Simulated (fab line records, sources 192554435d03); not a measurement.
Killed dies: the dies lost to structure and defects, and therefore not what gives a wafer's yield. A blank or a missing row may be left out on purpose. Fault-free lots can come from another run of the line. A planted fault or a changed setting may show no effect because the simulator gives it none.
Problem report, 8D (eight disciplines) form, completed by code || flow n5_finfet || the parts of the form that need people (team, actions taken, sign-off) are left out

## 1. WHAT IS WRONG
At N5_BEOL_M5_COAT_59, spin_speed_rpm averages 1076.7 rpm over 6 wafers from 2 lots, while fault-free wafers read 1500.0 rpm, standard deviation 0.97. That is -99 or more standard deviations from the usual mean.
The step: time 60 s, resist thk 60 nm.
Earliest sighting: wafer L945.2 on litho_track-01 at day 11 18:25. At this step, 12 wafers from 4 lots have a number in the record. Rule for "out" (also "out of limits"): further than 4 standard deviations from the usual mean. Any other wafer with a number is counted as sound.

## 2. WHAT THIS IS AND IS NOT
{"question": "which readings at this step", "is": "spin_speed_rpm", "is not": "exhaust_pa"}
{"question": "which lots", "is": "L945, L947", "is not": "L942, L948"}
{"question": "which wafers of those lots", "is": "all that have a number", "is not": "-"}
{"question": "read on which tools", "is": "litho_track-01", "is not": "litho_track-05"}
{"question": "when", "is": "from day 11 18:25", "is not": "up to then (3 sound wafers); but 3 sound wafers of L948 came after"}

## 3. SUSPECTS, AND WHAT RULES EACH OUT
Counting: any tool at a process step up to the reading is kept as a suspect provided that every lot that is out went through it and no sound lot did after the first of them.
- litho_track-01 at N5_BEOL_M5_COAT_59 (time 60 s, resist thk 60 nm): kept. Every lot that is out went through it, starting with L945 (day 11 18:25), and after that it ran no sound lot; the last sound lot it ran before then is L942 (day 10 14:59). On those wafers its own readings are out: spin_speed_rpm.
Left after counting: litho_track-01 at N5_BEOL_M5_COAT_59.

## 4. THE CAUSE (what the simulator had put in)
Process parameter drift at N5_BEOL_M5_COAT_59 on litho_track-01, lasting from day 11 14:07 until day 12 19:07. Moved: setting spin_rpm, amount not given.
Counting left only this tool.

## 5. SEQUENCE OF EFFECTS, ordered by route
Each row: a reading whose mean over the struck wafers that have a number lies more than 3 standard deviations from the usual. Only readings for which the record gives a usual standard deviation are gone through. hours: the time from each lot's start at the first step in this table that gives one to its start at this step, as a median over the lots. sigmas: the change in usual standard deviations.
{"hours": 0, "step": "N5_BEOL_M5_COAT_59", "reading": "spin_speed_rpm", "usual": "1500.0 rpm", "on struck wafers": 1076.7, "change": -423.3, "sigmas": "-99 or more"}
Its process steps:
- N5_BEOL_M5_COAT_59: time 60 s, resist thk 60 nm.

## 6. HOW IT WOULD HAVE BEEN CAUGHT EARLIER
4 hours passed between the start of the fault at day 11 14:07 and the first reading out of limits in this record, taken at day 11 18:25.
